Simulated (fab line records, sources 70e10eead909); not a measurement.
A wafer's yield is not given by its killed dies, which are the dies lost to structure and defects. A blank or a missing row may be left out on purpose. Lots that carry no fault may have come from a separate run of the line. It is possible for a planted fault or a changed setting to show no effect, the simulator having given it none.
Chamber matching    flow nand_harc    4 sister chambers for NHARC_A_WL_FILL_ALD_10 on ald_hk-03
The step deposits SiO2, target thk 50 nm, pulse time 10 s, ald cycles 500. 27 wafers are shown with their chamber, then 12 later ones without.

WAFERS PAIRED WITH THEIR CHAMBERS
wafer   chamber  heater_power_w (W)  precursor_pulse_height_rel
L077.3  3        523                 1.016
L077.4  0        503                 0.991
L077.6  3        514                 1.009
L075.2  1        561                 1.023
L075.4  0        505                 0.956
L075.6  2        423                 1.034
L079.2  2        411                 0.990
L079.3  1        554                 1.011
L079.5  2        407                 1.053
L080.1  3        518                 0.996
L080.2  2        414                 0.977
L080.3  1        553                 1.013
L081.2  1        552                 0.939
L081.4  2        421                 0.980
L081.3  3        514                 1.005
L081.1  0        515                 1.029
L081.5  1        560                 0.997
L081.6  2        416                 0.990
L084.4  0        502                 1.006
L084.3  1        542                 1.014
L084.1  2        428                 1.024
L084.2  3        517                 1.003
L084.6  0        511                 0.991
L084.5  1        544                 0.993
L087.1  1        552                 0.983
L087.4  3        519                 0.996
L087.5  2        420                 1.022

SIGNATURES (means of the wafers above)
reading                     chamber 0  chamber 1  chamber 2  chamber 3  scatter within a chamber
heater_power_w              507.20     552.25     417.50     517.50     5.98
precursor_pulse_height_rel  0.99460    0.99662    1.00875    1.00417    0.0244
Rule: a wafer lies at a distance from a chamber equal to the root of the sum of squares, over the readings, of (its reading less the chamber's mean, divided by the reading's scatter). If the next closest chamber is less than 2 further off than the closest, the wafer can't be placed; otherwise it belongs to the closest. How the scatter is found: for the shown wafers, subtract from each reading the mean of its chamber, square and add these, divide the total by (wafers less chambers), then take the root.

WAFERS MISSING THEIR CHAMBER
wafer   heater_power_w (W)  precursor_pulse_height_rel
L089.1  522                 1.021
L089.4  419                 0.991
L089.5  517                 1.009
L090.1  514                 1.018
L090.3  420                 1.010
L090.6  511                 1.009
L093.2  563                 0.988
L093.3  511                 0.990
L093.4  513                 0.963
L094.4  502                 0.967
L094.5  416                 0.997
L094.6  513                 1.023

CHAMBER TAKEN BY EACH
wafer   from the rows above      in truth
L089.1  can't be placed: 3 or 0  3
L089.4  2                        2
L089.5  can't be placed: 3 or 0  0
L090.1  can't be placed: 3 or 0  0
L090.3  2                        2
L090.6  can't be placed: 0 or 3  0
L093.2  1                        1
L093.3  can't be placed: 0 or 3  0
L093.4  can't be placed: 0 or 3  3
L094.4  can't be placed: 0 or 3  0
L094.5  2                        2
L094.6  can't be placed: 3 or 0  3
Correctly placed: 4 of 12. From these rows, 8 cannot be placed; in 8 the true chamber is one of the candidates. Number placed wrongly: 0.
